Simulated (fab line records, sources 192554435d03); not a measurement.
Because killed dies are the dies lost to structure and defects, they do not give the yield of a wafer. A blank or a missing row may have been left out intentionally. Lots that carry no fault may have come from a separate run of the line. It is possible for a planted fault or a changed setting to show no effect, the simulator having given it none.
fab line records	flow n5_finfet
[record] lots = 7	wafers = 19	last_day = 18
route steps=1938 shown BEOL_M8@1378 BEOL_M15@1830 PASSIVATION@1936
lots untouched by any fault: they come from a run of this same line in which no faults occurred
start_h: the number of hours between the record's first day and the start of the first shown wafer of the lot	wait_h: how many hours have passed since the lot's step before this one	" the same as in the row above	L1.1+2: a row that stands for several wafers	- value missing, or start not given	* or withheld: withheld	< > ~ a bound
route shown NAME@n: NAME is a module with steps in the file, n the number in the route of the first one	usual: mean/standard deviation taken from wafers without a fault	same: alike in all rows	chamber/n: place in a boat	sites: each site's reading	_std_site: the standard deviation of these	_edge_site: inner sites' mean taken away from outer sites' mean	radius_mm: how far each site lies from the wafer's centre	mask NAME#n: copy n	behind: the most recent tool/chamber to have shaped the wafer	hold: why the lot was held/for how many hours/how that ended	device: names the non-switching transistor (n, p or np)	end of line: the route-end tests of the same wafers	a step given without rows: its recipe and nothing more	killed: dies that structure and defects cost at the first sort, which is not the same as the wafer's yield	map: the dies of a wafer, with x for killed, . for not killed, _ for no die there
set.NAME: the setting that was run; set.NAME@STEP: the one run at that earlier step	model.NAME: the simulator's own value behind a step, which no gauge read
steps of the route over a sample of lots; a table a step, a row a wafer
services: a tool's chamber out of use, with start hour (start_h, from the record's first day; less than 0 if before it), hours out, and reason
[[steps]]
[step N5_BEOL_M8_ETCH_41]
[recipe] chemistry = CH3F/O2	target = SiCN	target_depth_a = 319	taper_deg = 2	time_s = 57.8	ion_energy_ev = 120	mask_material = TiN	pressure_mtorr = 30	source_w = 395	bias_w = 75	Ar_flow_sccm = 150	CH3F_flow_sccm = 30	O2_flow_sccm = 20
[usual] drypump_motor_current_A = 5.7/0.56	oes_product_au = 0.81/0.097	rf_fwd_power_W = 391.7/1.4	rf_vpp_V = 297.3/1.7	showerhead_plenum_p_Torr = 2.00/0.072	throttle_valve_pct = 16.3/0.32
[same] time_s = 57.8
lot.wafer	tool	chamber	start_h	wait_h	drypump_motor_current_A	oes_product_au	rf_fwd_power_W	rf_hours_counter_h	rf_vpp_V	showerhead_plenum_p_Torr	throttle_valve_pct
L670.1	rie_diel-06	2	-	-	6.6	0.96	395.1	13	299.6	2.13	16.0
L670.3	"	3	"	"	5.5	0.67	392.9	246	294.6	1.90	16.7
L670.4	"	1	"	"	4.8	0.74	391.4	-	295.5	1.93	16.8
L675.5	rie_diel-05	0	-	-	6.1	0.84	391.7	-	295.6	1.95	16.0
L675.6	"	1	"	"	5.7	0.96	394.2	-	297.2	1.97	16.1
L676.3	rie_diel-01	3	-	-	5.2	0.89	392.6	27	297.8	1.95	16.0
L676.5	"	2	"	"	6.5	0.79	391.8	-	297.2	2.03	16.0
L685.2	rie_diel-01	1	-	-	5.0	0.70	391.4	210	296.7	1.97	16.3
L685.3	"	0	"	"	4.9	0.77	391.2	159	296.3	1.91	16.5
L685.5	"	2	"	"	6.4	0.78	389.9	-	297.2	2.02	16.1
L684.2	rie_diel-05	2	-	-	5.5	0.88	391.6	42	297.2	2.04	15.9
L684.3	"	1	"	"	5.7	0.90	391.8	32	296.1	1.97	16.1
L684.6	"	1	"	"	5.7	0.90	391.9	-	296.8	1.97	16.1
L687.1	rie_diel-06	1	-	-	4.9	0.70	390.3	219	295.9	1.92	16.8
L687.4	"	3	"	"	5.4	0.85	391.2	31	300.7	2.13	16.3
L687.5	"	2	"	"	6.6	0.89	395.2	-	300.2	2.12	16.0
L688.1	rie_diel-06	1	-	-	4.8	0.71	391.3	220	294.1	1.92	16.8
L688.2	"	0	"	"	5.6	0.73	391.4	222	297.7	2.00	16.6
L688.5	"	0	"	"	5.6	0.72	392.1	-	297.4	2.00	16.6
[step N5_BEOL_M8_PRE_CLEAN_45]
[recipe] gas = H2/He	time_s = 30	temp_c = 250
[usual] heater_power_w = 345/29
[same] time_s = 30
lot.wafer	tool	chamber	start_h	wait_h	heater_power_w
L670.1	pvd_sputter-02	-	241.87	0.0	357
L670.3	"	-	"	"	301
L670.4	"	-	"	"	395
L675.5	pvd_sputter-02	-	275.63	0.0	348
L675.6	"	-	"	"	400
L676.3	pvd_sputter-02	-	279.93	0.0	395
L676.5	"	-	"	"	391
L685.2	pvd_sputter-02	-	319.93	0.0	360
L685.3	"	-	"	"	355
L685.5	"	-	"	"	310
L684.2	pvd_sputter-03	-	329.40	0.0	373
L684.3	"	-	"	"	331
L684.6	"	-	"	"	367
L687.1	pvd_sputter-01	-	361.24	0.0	360
L687.4	"	-	"	"	364
L687.5	"	-	"	"	313
L688.1	pvd_sputter-03	-	362.28	0.0	330
L688.2	"	-	"	"	344
L688.5	"	-	"	"	333
[step N5_BEOL_M8_ALD_77]
[recipe] material = TaN	target_thk_a = 20	temp_c = 275	ald_precursor_family = PDMAT	ald_co_reactant = NH3	pressure_torr = 3	carrier_flow_sccm = 1500	pulse_time_s = 2	purge_time_s = 3	co_reactant_purge_time_s = 2	co_reactant_pulse_time_s = 3	ald_cycles = 40	precursor_vessel_temp_c = 75	precursor_vessel_pressure_torr = 26.25	precursor_vessel_carrier_sccm = 1000
[usual] ald_cycles = 40/0	heater_power_w = 415/43
lot.wafer	tool	chamber	start_h	wait_h	ald_cycles	heater_power_w
L670.1	ald_metal-02	0	241.95	0.1	40	410
L670.3	"	2	"	"	40	454
L670.4	"	3	"	"	40	370
L675.5	ald_metal-02	1	275.80	0.2	40	400
L675.6	"	0	"	"	77	405
L676.3	ald_metal-02	1	280.01	0.1	77	395
L676.5	"	1	"	"	40	397
L685.2	ald_metal-03	2	319.99	0.0	40	365
L685.3	"	1	"	"	40	464
L685.5	"	1	"	"	40	470
L684.2	ald_metal-04	3	329.47	0.1	40	455
L684.3	"	0	"	"	40	485
L684.6	"	1	"	"	40	423
L687.1	ald_metal-02	2	361.30	0.0	40	469
L687.4	"	0	"	"	40	408
L687.5	"	2	"	"	40	461
L688.1	ald_metal-02	1	362.57	0.3	40	383
L688.2	"	0	"	"	40	403
L688.5	"	0	"	"	40	398
[step N5_BEOL_M8_CMP_52]
[recipe] stop_on = SiCOH_lowk	t_overpolish_s = 6.9	down_force_psi = 1	platen_rpm = 50	clearing_platen_down_force_psi = 1.5	clearing_platen_rpm = 50	post_cmp_clean = cu_alkaline	target_thk_nm = 80	clearing_platen_pad_velocity_m_s = 0.99484	pad_velocity_m_s = 0.99484
[usual] barrier_field_endpoint_s = 29.2/0.7	clearing_platen_down_force_psi = 1.500/0.0031	edge_zone_pressure_frac = 1.000/0.0045	head_pressure_psi = 0.9998/0.0022	motor_current_A = 5.8/0.65	platen_rpm = 50.00/0.033	slurry_filter_dp_kPa = 13.51/0.14
lot.wafer	tool	chamber	start_h	wait_h	barrier_field_endpoint_s	clearing_platen_down_force_psi	edge_zone_pressure_frac	head_pressure_psi	motor_current_A	platen_rpm	slurry_filter_dp_kPa
L670.3	cmp-02	2	243.16	0.2	28.1	1.498	1.005	0.9994	5.3	49.97	13.36
L670.4	"	3	"	"	28.1	1.503	1.005	1.0010	5.2	50.00	13.61
L670.1	"	0	"	"	28.9	1.500	1.007	0.9998	5.4	49.98	13.46
L675.5	cmp-03	3	277.74	0.2	29.6	1.494	1.002	1.0009	5.7	50.05	13.73
L675.6	"	0	"	"	32.1	1.496	1.001	0.9978	6.9	50.03	13.67
L676.3	cmp-02	0	281.65	0.2	31.0	1.495	0.993	1.0006	5.7	50.00	13.42
L676.5	"	0	"	"	30.5	1.503	1.003	1.0002	5.6	49.93	13.61
L685.2	cmp-02	1	321.10	0.3	29.5	1.499	1.003	0.9953	5.4	49.98	13.36
L685.3	"	2	"	"	28.3	1.498	1.001	0.9992	5.7	50.04	13.60
L685.5	"	0	"	"	28.8	1.502	0.999	0.9958	5.6	50.05	13.55
L684.2	cmp-04	0	331.62	0.2	28.9	1.500	1.005	1.0018	7.2	49.96	13.51
L684.3	"	2	"	"	28.8	1.494	0.997	1.0009	5.7	50.07	13.20
L684.6	"	1	"	"	29.1	1.496	0.999	0.9981	5.8	50.05	13.56
L687.4	cmp-02	3	362.52	0.3	29.1	1.506	1.004	0.9991	5.1	50.02	13.54
L687.1	"	0	"	"	28.2	1.500	0.994	0.9995	5.8	49.94	13.49
L687.5	"	2	"	"	27.3	1.503	0.999	1.0018	5.4	49.98	13.38
L688.2	cmp-04	3	364.92	0.2	28.6	1.504	0.998	0.9964	6.7	50.04	13.37
L688.1	"	1	"	"	29.8	1.505	1.007	1.0005	6.0	49.98	13.51
L688.5	"	2	"	"	29.3	1.499	0.991	1.0004	5.8	50.01	13.50
[step N5_BEOL_M8_DEP_56]
[recipe] material = SiCN	target_thk_a = 100	temp_c = withheld	precursor = 3MS/NH3	pressure_torr = 3	rf_w = 202	time_s = 17.5
[usual] rf_fwd_power_W = 199.4/0.73	showerhead_plenum_p_Torr = 3.662/0.016	throttle_valve_pct = 9.0/0.47
[same] time_s = 17.5
lot.wafer	tool	chamber	start_h	wait_h	rf_fwd_power_W	showerhead_plenum_p_Torr	throttle_valve_pct
L670.1	pecvd-01	0	243.48	0.0	198.8	3.666	9.7
L670.3	"	1	"	"	199.7	3.653	8.4
L670.4	"	0	"	"	199.0	3.651	9.6
L675.5	pecvd-02	1	277.97	0.0	199.2	3.699	9.2
L675.6	"	2	"	"	198.7	3.642	8.5
L676.3	pecvd-02	2	282.00	0.0	197.7	3.636	8.6
L676.5	"	2	"	"	199.0	3.646	8.8
L685.2	pecvd-03	0	321.38	0.0	198.9	3.657	9.2
L685.3	"	1	"	"	200.2	3.661	9.9
L685.5	"	0	"	"	199.1	3.667	9.4
L684.2	pecvd-01	1	331.98	0.0	199.1	3.653	8.4
L684.3	"	2	"	"	200.0	3.637	8.9
L684.6	"	1	"	"	198.5	3.670	8.3
L687.1	pecvd-02	2	362.80	0.0	198.9	3.642	9.1
L687.4	"	0	"	"	199.5	3.661	9.2
L687.5	"	1	"	"	198.9	3.692	9.1
L688.1	pecvd-02	1	365.24	0.0	199.2	3.693	9.1
L688.2	"	0	"	"	200.1	3.660	9.2
L688.5	"	1	"	"	198.8	3.699	8.8
[step N5_BEOL_M15_RC_MEAS_101]
[usual] COMB_M10 = 1.58e-11/2.6e-12	COMB_M10_max_site = 2.3e-11/4.7e-12	COMB_M11 = 1.48e-11/2.9e-12	COMB_M12 = 7e-12/1.5e-12	COMB_M13 = 5.5e-12/1.2e-12	COMB_M14 = 4.3e-12/9.2e-13	COMB_M15 = 3.2e-12/6.1e-13	COMB_M5 = 3.8e-11/8.2e-12	COMB_M6 = 2.6e-11/5.4e-12	COMB_M7 = 2.6e-11/4.9e-12	COMB_M7_max_site = 3.8e-11/7.9e-12	COMB_M8 = 2.6e-11/5.3e-12	COMB_M9 = 1.47e-11/2.8e-12	SERP_M10 = 3.03/0.07	SERP_M11 = 3.08/0.072	SERP_M12 = 0.636/0.014	SERP_M13 = 0.312/0.0054	SERP_M14 = 0.161/0.0035	SERP_M5 = 39.4/1.4	SERP_M6 = 13.8/0.53	SERP_M7 = 13.9/0.58	SERP_M8 = 13.8/0.52	SERP_M8_max_site = 14.3/0.56	SERP_M9 = 3.08/0.077
lot.wafer	tool	chamber	start_h	wait_h	COMB_M10[S/m]	COMB_M10_max_site[S/m]	COMB_M11[S/m]	COMB_M12[S/m]	COMB_M13[S/m]	COMB_M14[S/m]	COMB_M15[S/m]	COMB_M5[S/m]	COMB_M6[S/m]	COMB_M7[S/m]	COMB_M7_max_site[S/m]	COMB_M8[S/m]	COMB_M9[S/m]	SERP_M10[ohm/um]	SERP_M11[ohm/um]	SERP_M12[ohm/um]	SERP_M13[ohm/um]	SERP_M14[ohm/um]	SERP_M5[ohm/um]	SERP_M6[ohm/um]	SERP_M7[ohm/um]	SERP_M8[ohm/um]	SERP_M8_max_site[ohm/um]	SERP_M9[ohm/um]
L670.1	prober-01	0	293.80	0.0	1.34e-11	1.8e-11	1.89e-11	6.9e-12	4.1e-12	4.1e-12	2.3e-12	4.5e-11	2e-11	2.5e-11	3.4e-11	2.6e-11	1.52e-11	3.07	3.06	0.627	0.310	0.157	38.2	13.8	14.5	13.9	14.4	3.17
L670.3	"	0	"	"	1.62e-11	2.3e-11	1.55e-11	8.8e-12	4.6e-12	3.5e-12	3e-12	5e-11	3.1e-11	2.4e-11	3.7e-11	2.4e-11	1.33e-11	3.00	3.07	0.636	0.308	0.158	39.8	13.9	13.8	15.0	15.2	3.23
L670.4	"	0	"	"	1.37e-11	1.6e-11	2.2e-11	7.8e-12	5.6e-12	3.4e-12	3.2e-12	3.9e-11	2.7e-11	3.5e-11	4.7e-11	2.5e-11	1.36e-11	3.09	3.07	0.636	0.313	0.154	39.9	13.0	13.9	14.3	14.9	3.22
L675.5	prober-01	0	331.07	0.6	1.6e-11	2.3e-11	1.78e-11	7e-12	5.6e-12	4.8e-12	3e-12	4e-11	2.3e-11	2.2e-11	3.9e-11	2.6e-11	1.38e-11	3.05	3.13	0.649	0.315	0.162	41.7	14.4	14.6	14.7	15.5	3.19
L675.6	"	0	"	"	1.94e-11	2.4e-11	1.51e-11	4.7e-12	5.3e-12	5.1e-12	2.9e-12	3.5e-11	2e-11	3.4e-11	4.9e-11	2.9e-11	9.9e-12	2.96	3.18	0.629	0.312	0.158	40.4	14.2	14.2	16.1	17.2	3.13
L676.3	prober-02	0	331.07	0.3	1.26e-11	2.4e-11	1.46e-11	5.7e-12	5.6e-12	4.6e-12	3.2e-12	3.9e-11	2.5e-11	3.5e-11	3.8e-11	2.2e-11	1.63e-11	3.02	3.09	0.633	0.316	0.159	37.3	13.5	12.9	15.8	16.1	3.14
L676.5	"	0	"	"	1.76e-11	2.3e-11	1.32e-11	7.9e-12	4.6e-12	4e-12	3.8e-12	3.1e-11	2.2e-11	3e-11	3.8e-11	2.8e-11	1.28e-11	3.03	3.10	0.627	0.317	0.166	39.8	13.9	13.4	13.3	13.5	3.02
L685.2	prober-01	0	381.40	0.2	1.9e-11	3.3e-11	1.27e-11	5.6e-12	6e-12	2.7e-12	2.3e-12	4e-11	3.4e-11	1.9e-11	3.3e-11	2.9e-11	1.35e-11	3.05	3.06	0.671	0.314	0.159	40.9	14.3	13.8	13.5	14.1	3.23
L685.3	"	0	"	"	1.56e-11	2.5e-11	1.43e-11	5.1e-12	4.6e-12	2.8e-12	2.5e-12	4.2e-11	3.2e-11	2.6e-11	4.6e-11	2.3e-11	1.37e-11	3.04	3.04	0.643	0.306	0.165	42.0	13.9	12.7	13.5	13.8	3.07
L685.5	"	0	"	"	1.7e-11	2.5e-11	1.78e-11	5e-12	7.1e-12	3.4e-12	2.8e-12	3.8e-11	2.5e-11	2e-11	3.1e-11	2.6e-11	1.33e-11	3.19	3.13	0.634	0.312	0.164	40.9	13.3	13.7	13.5	14.2	3.19
L684.2	prober-02	0	387.88	0.2	1.44e-11	1.7e-11	1.45e-11	7.8e-12	4.5e-12	5.6e-12	3.8e-12	3e-11	2.7e-11	2.9e-11	4.3e-11	2.7e-11	1.68e-11	3.11	3.10	0.619	0.307	0.158	38.2	14.7	14.0	13.3	13.8	3.08
L684.3	"	0	"	"	1.3e-11	1.9e-11	1.65e-11	7.8e-12	5.3e-12	5.2e-12	3.3e-12	3.7e-11	1.8e-11	2.3e-11	3.3e-11	3.3e-11	1.42e-11	3.01	2.91	0.611	0.311	0.157	38.5	14.2	14.3	14.3	15.2	3.03
L684.6	"	0	"	"	1.32e-11	1.6e-11	1.2e-11	6.8e-12	5.4e-12	3e-12	3.8e-12	3.3e-11	3.7e-11	2.6e-11	3.2e-11	2.1e-11	1.75e-11	2.92	3.04	0.623	0.322	0.157	39.0	13.9	13.8	14.1	14.9	3.02
L687.1	prober-02	0	407.94	0.0	1.8e-11	2.7e-11	1.26e-11	5.5e-12	5.2e-12	5.2e-12	3.2e-12	3.7e-11	1.8e-11	2.5e-11	3e-11	2.4e-11	1.27e-11	3.06	3.16	0.635	0.299	0.159	38.0	14.1	13.7	13.6	14.1	3.12
L687.4	"	0	"	"	1.68e-11	3e-11	1.3e-11	6.5e-12	6.4e-12	4.3e-12	4e-12	4.3e-11	2.6e-11	2.8e-11	3.6e-11	2.6e-11	1.51e-11	2.94	3.16	0.613	0.319	0.157	42.0	14.2	13.6	14.1	14.4	2.94
L687.5	"	0	"	"	1.39e-11	1.9e-11	1.06e-11	6e-12	7.3e-12	3.7e-12	3.7e-12	4.7e-11	2.1e-11	2.8e-11	4.1e-11	3.4e-11	1.56e-11	3.07	3.12	0.629	0.309	0.160	37.9	13.8	14.1	13.7	13.9	3.18
L688.1	prober-01	0	421.78	0.0	1.87e-11	2.8e-11	1.57e-11	5.1e-12	5e-12	4.1e-12	3.2e-12	2.9e-11	3e-11	1.8e-11	3.3e-11	2.8e-11	1.29e-11	3.12	3.09	0.644	0.315	0.160	41.0	14.4	13.3	12.8	13.4	3.06
L688.2	"	0	"	"	1.49e-11	1.8e-11	2.31e-11	5.4e-12	4.2e-12	3.8e-12	3.6e-12	2.5e-11	1.4e-11	2.2e-11	2.4e-11	2.2e-11	1.39e-11	3.11	3.24	0.654	0.308	0.165	40.7	14.5	13.5	13.8	14.3	3.12
L688.5	"	0	"	"	1.62e-11	2.2e-11	1.71e-11	6e-12	3.6e-12	4.4e-12	3.2e-12	2.9e-11	2.4e-11	2.2e-11	3.2e-11	2.3e-11	1.43e-11	3.23	3.20	0.664	0.310	0.163	39.9	14.6	13.5	13.2	14.1	2.93
// sites SERP_M8 radius_mm=0,75,75,75,75,140,140,140,140
L670.1 14.4 14.4 13.7 14.0 14.3 13.9 13.6 13.6 13.9
L675.5 14.9 15.5 15.5 14.7 14.9 14.3 14.7 14.7 14.1
L676.3 15.6 15.6 16.0 15.5 16.1 15.6 16.0 15.8 16.1
L685.2 14.0 13.6 13.5 14.1 13.8 12.8 12.6 13.3 12.5
L684.2 13.4 13.8 13.2 13.4 13.2 13.3 13.1 13.5 12.4
L687.1 14.1 13.6 13.5 14.0 14.0 13.5 13.8 13.3 13.3
L688.1 13.1 12.8 13.2 13.4 13.3 12.3 12.5 12.3 12.6
[step N5_PASSIVATION_PROBE_49]
[usual] defect_limited_yield = 91.2/1.4	killed_at_M0_to_M3 = 35/11	killed_at_M4_up = 14/5.6	killed_at_contacts = 12/5.6	killed_at_front_end = 38/11	killed_at_other = 4/3.4	killed_dies = 103/17	killed_open = 68/12	killed_short = 33/8.8	sort_bin_5_function = 5.1/0.89	sort_bin_6_memory = 3.3/0.71	sort_n_pass = 1077/17	sort_yield_pct = 91.2/1.4
[same] gross_dies = 1180	killed_at_back_side = 0	sort_bin_4_leakage[%] = 0	sort_bin_8_speed[%] = 0
lot.wafer	tool	chamber	start_h	wait_h	defect_limited_yield[%]	killed_at_M0_to_M3	killed_at_M4_up	killed_at_contacts	killed_at_front_end	killed_at_other	killed_dies	killed_open	killed_short	sort_bin_5_function[%]	sort_bin_6_memory[%]	sort_n_pass	sort_yield_pct[%]
L670.1	prober-02	-	306.60	0.0	89.5	59	13	4	48	0	124	80	37	6.4	3.3	1056	89.5
L670.3	prober-02	-	306.70	0.1	89.9	47	12	8	49	3	119	78	36	5.8	3.6	1061	89.9
L670.4	prober-02	-	306.75	0.2	91.4	31	15	14	38	3	101	65	34	4.7	3.6	1079	91.4
L675.5	prober-02	-	347.21	0.2	91.4	33	14	17	33	4	101	63	38	5.3	3.1	1079	91.4
L675.6	prober-02	-	347.26	0.3	91.9	32	14	9	38	3	96	58	34	4.7	2.7	1084	91.9
L676.3	prober-01	-	352.71	0.1	93.4	25	17	4	29	3	78	59	18	4.3	2.1	1102	93.4
L676.5	prober-01	-	352.81	0.2	94.9	29	8	3	20	0	60	42	15	2.8	2.2	1120	94.9
L685.2	prober-01	-	395.77	0.1	91.0	46	10	6	42	2	106	62	42	4.8	3.6	1074	91.0
L685.3	prober-01	-	395.82	0.1	91.2	28	15	13	48	0	104	69	33	5.3	3.1	1076	91.2
L685.5	prober-01	-	395.92	0.2	94.3	12	8	17	28	2	67	46	21	3.6	1.9	1113	94.3
L684.2	prober-01	-	401.70	0.1	89.7	48	16	17	39	2	122	75	47	6.4	3.7	1058	89.7
L684.3	prober-01	-	401.75	0.1	89.4	50	18	14	39	4	125	83	42	5.9	4.3	1055	89.4
L684.6	prober-01	-	401.90	0.3	90.1	53	13	20	25	6	117	73	39	5.3	4.2	1063	90.1
L687.1	prober-02	-	425.30	0.0	93.1	41	17	4	19	1	82	60	18	4.2	2.6	1098	93.1
L687.4	prober-02	-	425.45	0.2	91.9	41	12	11	27	4	95	59	31	4.7	3.2	1085	91.9
L687.5	prober-02	-	425.50	0.2	93.0	22	10	4	42	5	83	50	31	4.0	2.6	1097	93.0
L688.1	prober-02	-	438.55	0.0	91.4	36	10	5	48	3	102	64	38	4.7	3.6	1078	91.4
L688.2	prober-02	-	438.60	0.1	93.9	19	16	7	29	1	72	46	26	4.2	1.4	1108	93.9
L688.5	prober-02	-	438.75	0.2	90.7	23	23	13	48	3	110	79	30	6.3	2.8	1070	90.7
// killed by level:class
L670.1 BEOL_M1:geometric_particle:open=13 BEOL_M2:geometric_particle:open=10 BEOL_M3:geometric_particle:open=10 BEOL_M0_SAQP:geometric_particle:short=9 FIN_SAQP:geometric_particle:open=8 BEOL_M0_SAQP:geometric_particle:open=8 FIN_SAQP:geometric_particle:short=7 DUMMY_GATE:geometric_particle:open=7
L670.3 BEOL_M2:geometric_particle:open=15 FIN_SAQP:geometric_particle:open=12 BEOL_M0_SAQP:geometric_particle:short=10 FIN_SAQP:geometric_particle:short=7 BEOL_M0_SAQP:geometric_particle:open=7 MOL_CONTACT_COAG:geometric_particle:open=6 STI_FIN_REVEAL:geometric_particle:open=5 BEOL_M3:geometric_particle:open=5
L670.4 MOL_CONTACT_COAG:geometric_particle:open=12 BEOL_M0_SAQP:geometric_particle:open=8 BEOL_M0_SAQP:geometric_particle:short=7 BEOL_M2:geometric_particle:open=7 FIN_SAQP:geometric_particle:short=6 STI_FIN_REVEAL:geometric_particle:open=6 DUMMY_GATE:geometric_particle:open=6 BEOL_M4:geometric_particle:open=6
L675.5 MOL_CONTACT_COAG:geometric_particle:open=15 FIN_SAQP:geometric_particle:short=11 BEOL_M0_SAQP:geometric_particle:short=5 BEOL_M0_SAQP:geometric_particle:open=5 BEOL_M1:geometric_particle:open=5 BEOL_M3:geometric_particle:open=5 FIN_SAQP:geometric_particle:open=4 BEOL_M2:geometric_particle:open=4
L675.6 FIN_SAQP:geometric_particle:open=8 BEOL_M2:geometric_particle:open=8 STARTING-WAFER:geometric_particle:short=8 MOL_CONTACT_COAG:geometric_particle:open=7 BEOL_M0_SAQP:geometric_particle:short=7 BEOL_M4:geometric_particle:open=6 BEOL_M0_SAQP:geometric_particle:open=5 FIN_SAQP:geometric_particle:short=4
L676.3 FIN_SAQP:geometric_particle:open=7 STI_FIN_REVEAL:geometric_particle:open=6 BEOL_M3:geometric_particle:open=6 BEOL_M0_SAQP:geometric_particle:open=5 MOL_CONTACT_COAG:geometric_particle:open=4 BEOL_M6:geometric_particle:short=4 BEOL_M0_SAQP:geometric_particle:short=4 BEOL_M2:geometric_particle:open=4
L676.5 BEOL_M2:geometric_particle:open=8 FIN_SAQP:geometric_particle:open=6 BEOL_M0:geometric_particle:open=6 FIN_SAQP:geometric_particle:short=5 BEOL_M3:geometric_particle:open=4 BEOL_M5:geometric_particle:open=3 ILD0:geometric_particle:short=2 GATE_CUT:geometric_particle:short=2
L685.2 STI_FIN_REVEAL:geometric_particle:open=16 BEOL_M0_SAQP:geometric_particle:open=14 BEOL_M0_SAQP:geometric_particle:short=11 BEOL_M3:geometric_particle:open=9 FIN_SAQP:geometric_particle:short=8 GATE_CUT:geometric_particle:short=5 BEOL_M4:geometric_particle:open=5 MOL_CONTACT_COAG:geometric_particle:open=4
L685.3 STI_FIN_REVEAL:geometric_particle:open=13 MOL_CONTACT_COAG:geometric_particle:open=10 FIN_SAQP:geometric_particle:open=8 BEOL_M4:geometric_particle:open=7 BEOL_M1:geometric_particle:open=6 BEOL_M0_SAQP:geometric_particle:open=5 GATE_CUT:geometric_particle:open=5 DUMMY_GATE:geometric_particle:open=4
L685.5 MOL_CONTACT_COAG:geometric_particle:open=14 STI_FIN_REVEAL:geometric_particle:open=7 FIN_SAQP:geometric_particle:open=6 FIN_SAQP:geometric_particle:short=4 MOL_CONTACT_COAG:geometric_particle:short=3 BEOL_M1:geometric_particle:short=3 BEOL_M5:geometric_particle:open=3 STI_FIN_REVEAL:geometric_particle:short=2
L684.2 BEOL_M0_SAQP:geometric_particle:short=21 MOL_CONTACT_COAG:geometric_particle:open=12 BEOL_M0_SAQP:geometric_particle:open=10 BEOL_M1:geometric_particle:open=8 GATE_CUT:geometric_particle:short=7 BEOL_M2:geometric_particle:open=6 BEOL_M4:geometric_particle:open=6 GATE_CUT:geometric_particle:open=5
L684.3 BEOL_M0_SAQP:geometric_particle:short=16 MOL_CONTACT_COAG:geometric_particle:open=13 STI_FIN_REVEAL:geometric_particle:open=11 BEOL_M0_SAQP:geometric_particle:open=11 BEOL_M4:geometric_particle:open=11 BEOL_M1:geometric_particle:open=9 FIN_SAQP:geometric_particle:short=8 BEOL_M3:geometric_particle:open=6
L684.6 MOL_CONTACT_COAG:geometric_particle:open=18 BEOL_M0_SAQP:geometric_particle:short=17 BEOL_M0_SAQP:geometric_particle:open=12 GATE_CUT:geometric_particle:short=6 BEOL_M1:geometric_particle:open=6 BEOL_M2:geometric_particle:open=6 BEOL_M3:geometric_particle:open=6 STI_FIN_REVEAL:geometric_particle:open=4
L687.1 BEOL_M2:geometric_particle:open=14 BEOL_M1:geometric_particle:open=8 BEOL_M4:geometric_particle:open=8 BEOL_M0_SAQP:geometric_particle:open=6 MOL_CONTACT_COAG:geometric_particle:open=4 BEOL_M0_SAQP:geometric_particle:short=4 BEOL_M2:geometric_particle:short=4 STARTING-WAFER:geometric_particle:open=4
L687.4 BEOL_M2:geometric_particle:open=16 MOL_CONTACT_COAG:geometric_particle:open=9 BEOL_M4:geometric_particle:open=8 ILD0:geometric_particle:short=6 BEOL_M2:geometric_particle:short=6 BEOL_M3:geometric_particle:open=6 FIN_SAQP:geometric_particle:open=5 BEOL_M0_SAQP:geometric_particle:open=5
L687.5 FIN_SAQP:geometric_particle:short=10 STI_FIN_REVEAL:geometric_particle:open=8 BEOL_M2:geometric_particle:open=7 FIN_SAQP:geometric_particle:open=5 BEOL_M3:geometric_particle:open=5 BEOL_M5:geometric_particle:open=4 STARTING-WAFER:geometric_particle:short=4 ILD0:geometric_particle:open=3
L688.1 BEOL_M0_SAQP:geometric_particle:short=13 DUMMY_GATE:geometric_particle:open=11 FIN_SAQP:geometric_particle:open=7 STI_FIN_REVEAL:geometric_particle:open=7 BEOL_M4:geometric_particle:open=7 BEOL_M0_SAQP:geometric_particle:open=6 MOL_CONTACT_COAG:geometric_particle:open=5 BEOL_M1:geometric_particle:short=5
L688.2 BEOL_M4:geometric_particle:open=6 BEOL_M5:geometric_particle:open=6 FIN_SAQP:geometric_particle:short=5 BEOL_M1:geometric_particle:open=5 DUMMY_GATE:geometric_particle:open=4 MOL_CONTACT_COAG:geometric_particle:short=4 BEOL_M0:geometric_particle:open=4 STI_FIN_REVEAL:geometric_particle:open=3
L688.5 STI_FIN_REVEAL:geometric_particle:open=18 MOL_CONTACT_COAG:geometric_particle:open=13 FIN_SAQP:geometric_particle:short=8 BEOL_M0_SAQP:geometric_particle:open=7 BEOL_M4:geometric_particle:open=7 BEOL_M2:geometric_particle:open=6 BEOL_M5:geometric_particle:open=6 STI_FIN_REVEAL:geometric_particle:short=4
[[services]]
tool	chamber	start_h	hours	kind
rie_diel-05	-	220.37	0.1	repair
cmp-04	-	227.87	4.1	pm
pecvd-03	1	241.93	22.3	repair
rie_diel-05	-	242.12	2.8	pm
cmp-04	-	249.13	2.6	repair
rie_diel-05	0	249.32	13.7	repair
ald_metal-02	3	255.11	24.7	repair
rie_diel-01	1	266.36	5.0	repair
pecvd-02	0	279.07	4.1	repair
pecvd-01	-	293.53	14.6	pm
cmp-04	-	300.89	0.4	repair
pvd_sputter-02	-	310.46	4.5	repair
ald_metal-03	-	320.93	14.6	pm
rie_diel-06	-	323.83	2.8	pm
pvd_sputter-02	-	324.98	1.7	repair
cmp-04	-	325.59	4.0	pm
pvd_sputter-03	-	330.58	2.5	repair
pvd_sputter-03	-	333.25	7.2	repair
ald_metal-03	-	337.25	14.0	pm
pecvd-02	-	339.09	14.6	pm
pvd_sputter-02	-	343.85	3.3	repair
rie_diel-06	1	353.19	3.7	repair
pecvd-02	-	359.09	0.9	repair
pecvd-03	-	361.79	0.8	repair
[[key]]
[first_sign] step = N5_BEOL_M8_ALD_77	reading = ald_cycles	direction = up	sigmas = 99+	usual = *	struck = *
[effect] step = N5_BEOL_M8_CMP_52	reading = barrier_field_endpoint_s	direction = up	sigmas = 3.3	usual = 29.2	struck = 31.5
[effect] step = N5_BEOL_M15_RC_MEAS_101	reading = SERP_M8	direction = up	sigmas = 4.2	usual = 13.8	struck = 15.9
met_at N5_BEOL_M8_ALD_77
struck_lots L675,L676
struck_wafers L675.6,L676.3
not_acting_at N5_BEOL_M8_ETCH_41,N5_BEOL_M8_PRE_CLEAN_45,N5_BEOL_M8_DEP_56
onset_between 241.95 275.80
[fault] kind = process_parameter_drift	tool = ald_metal-02	chamber = -	onset_h = 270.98	steps = N5_BEOL_M8_ALD_77	channel = ald_cycles	offset = *	shape = step	end_h = 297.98	scope = struck_wafers_only	acts_in = *	stated = *
